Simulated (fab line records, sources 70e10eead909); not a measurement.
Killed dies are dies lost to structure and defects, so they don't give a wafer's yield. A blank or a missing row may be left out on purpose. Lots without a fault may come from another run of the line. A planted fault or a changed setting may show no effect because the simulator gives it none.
Chamber matching | flow nand_harc | NHARC_A_SLIT_DEP_23 on pecvd-02: 3 sister chambers
The step deposits SiON, target thk 100 nm. 3 wafers are shown with their chamber, then 8 later ones without.

WAFERS WITH THEIR CHAMBER
wafer  | chamber | heater_power_w (W)
L084.4 | 0       | 771
L091.3 | 2       | 642
L093.1 | 1       | 877

WAFERS WITHOUT THEIR CHAMBER
wafer  | heater_power_w (W)
L093.3 | 641
L093.5 | 857
L094.3 | 864
L094.4 | 917
L094.5 | 647
L095.1 | 787
L095.4 | 793
L095.5 | 661

WHICH CHAMBER EACH WENT THROUGH
wafer  | from the rows above | in truth
L093.3 | 2                   | 2
L093.5 | 1                   | 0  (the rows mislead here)
L094.3 | 1                   | 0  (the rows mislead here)
L094.4 | 1                   | 1
L094.5 | 2                   | 2
L095.1 | 0                   | 0
L095.4 | 0                   | 0
L095.5 | 2                   | 2
Placed correctly: 6 of 8. Can't be placed from these rows: 0. Placed wrongly: 2.
How it was worked out, from the rows above alone: a wafer's distance from a chamber is the root of the sum, over the readings, of the square of ((its reading less the chamber's mean) divided by the reading's scatter). The wafer belongs to the nearest chamber; if the next one is less than 2 further off, it can't be placed. A chamber's mean is the mean of its shown wafers. The scatter: with one shown wafer a chamber, the root of the mean of the squares of how far each hidden wafer lies from its nearest shown one.
